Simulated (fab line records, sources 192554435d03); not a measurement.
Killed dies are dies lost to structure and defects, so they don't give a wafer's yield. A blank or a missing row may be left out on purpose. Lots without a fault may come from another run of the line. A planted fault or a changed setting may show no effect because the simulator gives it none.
Chamber matching | flow n5_finfet | N5_MOL_CONTACT_COAG_ETCH_124 on rie_diel-05: 4 sister chambers
The step etches SiNx in CH3F/O2, stops on SiOC, target depth 6.5 nm. 14 wafers are shown with their chamber, then 7 later ones without.

WAFERS WITH THEIR CHAMBER
wafer  | chamber | drypump_motor_current_A (A) | rf_vpp_V (V) | showerhead_plenum_p_Torr (Torr)
L075.1 | 0       | 5.2                         | 294          | 1.93
L075.3 | 3       | 4.7                         | 290          | 1.95
L075.4 | 1       | 5.9                         | 288          | 1.95
L077.2 | 0       | 5.2                         | 293          | 1.93
L077.5 | 3       | 4.7                         | 290          | 1.95
L077.6 | 0       | 5.1                         | 294          | 1.93
L082.2 | 0       | 5.2                         | 294          | 1.93
L082.4 | 3       | 4.7                         | 291          | 1.95
L082.5 | 3       | 4.7                         | 290          | 1.95
L089.1 | 0       | 5.2                         | 293          | 1.92
L089.3 | 2       | 6.0                         | 305          | 2.01
L089.6 | 1       | 5.9                         | 290          | 1.94
L090.2 | 3       | 4.7                         | 290          | 1.94
L090.4 | 1       | 5.9                         | 288          | 1.94

SIGNATURES (means of the wafers above)
reading                  | chamber 0 | chamber 1 | chamber 2 | chamber 3 | scatter within a chamber
drypump_motor_current_A  | 5.180     | 5.900     | 6.000     | 4.700     | 0.0283
rf_vpp_V                 | 293.60    | 288.67    | 305.00    | 290.20    | 0.683
showerhead_plenum_p_Torr | 1.9280    | 1.9433    | 2.0100    | 1.9480    | 0.00476
Rule: a wafer's distance from a chamber is the root of the sum, over the readings, of the square of ((its reading less the chamber's mean) divided by the reading's scatter). The wafer belongs to the nearest chamber; if the next one is less than 2 further off, it can't be placed. The scatter: the root of (the sum of the squares of (reading less its chamber's mean) over the shown wafers, divided by (wafers less chambers)).

WAFERS WITHOUT THEIR CHAMBER
wafer  | drypump_motor_current_A (A) | rf_vpp_V (V) | showerhead_plenum_p_Torr (Torr)
L090.5 | 4.7                         | 290          | 1.94
L091.1 | 6.0                         | 305          | 2.01
L091.4 | 5.2                         | 293          | 1.92
L091.6 | 5.9                         | 289          | 1.94
L096.1 | 5.2                         | 293          | 1.92
L096.4 | 4.7                         | 291          | 1.94
L096.5 | 5.9                         | 288          | 1.93

WHICH CHAMBER EACH WENT THROUGH
wafer  | from the rows above | in truth
L090.5 | 3                   | 3
L091.1 | 2                   | 2
L091.4 | 0                   | 0
L091.6 | 1                   | 1
L096.1 | 0                   | 0
L096.4 | 3                   | 3
L096.5 | 1                   | 1
Placed correctly: 7 of 7. Can't be placed from these rows: 0. Placed wrongly: 0.
